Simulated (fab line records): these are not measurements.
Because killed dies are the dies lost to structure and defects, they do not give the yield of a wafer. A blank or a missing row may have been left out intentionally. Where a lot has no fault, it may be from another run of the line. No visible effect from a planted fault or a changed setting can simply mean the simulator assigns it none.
Chamber matching :: flow n5_finfet :: 3 sister chambers for N5_BEOL_M9_CURE_72 on uv_cure-03
The step cures SiCOH lowk, time 120 s. 3 wafers are shown with their chamber, then 9 later ones without.

== EACH WAFER AND ITS CHAMBER ==
wafer: L077.6
chamber: 1
wafer_temp_C_max: 371.5

wafer: L089.6
chamber: 2
wafer_temp_C_max: 373.2

wafer: L090.3
chamber: 0
wafer_temp_C_max: 371.1

== WAFERS WITHOUT THEIR CHAMBER ==
wafer: L090.4
wafer_temp_C_max: 371.0

wafer: L090.5
wafer_temp_C_max: 371.2

wafer: L090.6
wafer_temp_C_max: 371.1

wafer: L091.1
wafer_temp_C_max: 371.1

wafer: L091.3
wafer_temp_C_max: 371.9

wafer: L091.6
wafer_temp_C_max: 372.1

wafer: L093.3
wafer_temp_C_max: 371.1

wafer: L093.4
wafer_temp_C_max: 371.4

wafer: L093.5
wafer_temp_C_max: 370.9

== EACH ONE'S CHAMBER ==
wafer: L090.4
from the rows above: can't be placed: 0 or 1
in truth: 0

wafer: L090.5
from the rows above: can't be placed: 0 or 1
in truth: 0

wafer: L090.6
from the rows above: can't be placed: 0 or 1
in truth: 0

wafer: L091.1
from the rows above: can't be placed: 0 or 1
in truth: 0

wafer: L091.3
from the rows above: can't be placed: 1 or 0
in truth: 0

wafer: L091.6
from the rows above: can't be placed: 1 or 0 or 2
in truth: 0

wafer: L093.3
from the rows above: can't be placed: 0 or 1
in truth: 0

wafer: L093.4
from the rows above: can't be placed: 1 or 0
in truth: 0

wafer: L093.5
from the rows above: can't be placed: 0 or 1
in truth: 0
Correctly placed: 0 of 9. Unplaceable from these rows: 9, with the true chamber sitting among the candidates in 9. Placed wrongly: 0.
How it was worked out, from the rows above alone: a wafer's distance from a chamber is the root of the sum, over the readings, of the square of ((its reading less the chamber's mean) divided by the reading's scatter). The wafer belongs to the nearest chamber; if the next one is less than 2 further off, it can't be placed. Each chamber's mean is taken over the wafers shown for it. The scatter: root of mean squared gap, hidden wafer to nearest shown wafer, with one shown wafer a chamber.
